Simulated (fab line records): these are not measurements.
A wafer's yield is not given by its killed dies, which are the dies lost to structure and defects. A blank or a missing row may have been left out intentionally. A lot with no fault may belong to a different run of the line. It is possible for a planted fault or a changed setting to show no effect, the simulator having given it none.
Matching of chambers || flow nand-harc || 3 sister chambers for NHARC_P_M1_DEP_33 on pecvd-01
The step deposits SiCN, target thk 30 nm. 3 wafers are shown with their chamber, then 11 later ones without.

== WAFERS, EACH WITH ITS CHAMBER ==
{"wafer": "L085.4", "chamber": 0, "heater-power-w (W)": 637}
{"wafer": "L085.6", "chamber": 1, "heater-power-w (W)": 475}
{"wafer": "L087.1", "chamber": 2, "heater-power-w (W)": 582}

== WAFERS WITH NO CHAMBER GIVEN ==
{"wafer": "L087.2", "heater-power-w (W)": 458}
{"wafer": "L087.4", "heater-power-w (W)": 607}
{"wafer": "L086.2", "heater-power-w (W)": 665}
{"wafer": "L086.4", "heater-power-w (W)": 668}
{"wafer": "L086.6", "heater-power-w (W)": 434}
{"wafer": "L091.1", "heater-power-w (W)": 538}
{"wafer": "L091.2", "heater-power-w (W)": 720}
{"wafer": "L091.3", "heater-power-w (W)": 489}
{"wafer": "L097.1", "heater-power-w (W)": 469}
{"wafer": "L097.2", "heater-power-w (W)": 650}
{"wafer": "L097.4", "heater-power-w (W)": 476}

== EACH ONE'S CHAMBER ==
{"wafer": "L087.2", "from the rows above": 1, "in truth": 1}
{"wafer": "L087.4", "from the rows above": "can't be placed: 2 or 0", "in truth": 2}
{"wafer": "L086.2", "from the rows above": "can't be placed: 0 or 2", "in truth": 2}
{"wafer": "L086.4", "from the rows above": "can't be placed: 0 or 2", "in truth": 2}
{"wafer": "L086.6", "from the rows above": 1, "in truth": 1}
{"wafer": "L091.1", "from the rows above": "can't be placed: 2 or 1 or 0", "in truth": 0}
{"wafer": "L091.2", "from the rows above": "can't be placed: 0 or 2", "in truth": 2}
{"wafer": "L091.3", "from the rows above": 1, "in truth": 1}
{"wafer": "L097.1", "from the rows above": 1, "in truth": 1}
{"wafer": "L097.2", "from the rows above": "can't be placed: 0 or 2", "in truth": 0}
{"wafer": "L097.4", "from the rows above": 1, "in truth": 1}
Correct placement for 5 of the 11. Not placeable from these rows: 6 (in 6, the candidates include the true chamber). 0 placed wrongly.
How it was worked out, from the rows above alone: a wafer's distance from a chamber is the root of the sum, over the readings, of the square of ((its reading less the chamber's mean) divided by the reading's scatter). If the next closest chamber is less than 2 further off than the closest, the wafer can't be placed; otherwise it belongs to the closest. The mean given for a chamber averages the wafers shown for that chamber. The scatter: root of mean squared gap, hidden wafer to nearest shown wafer, with one shown wafer a chamber.
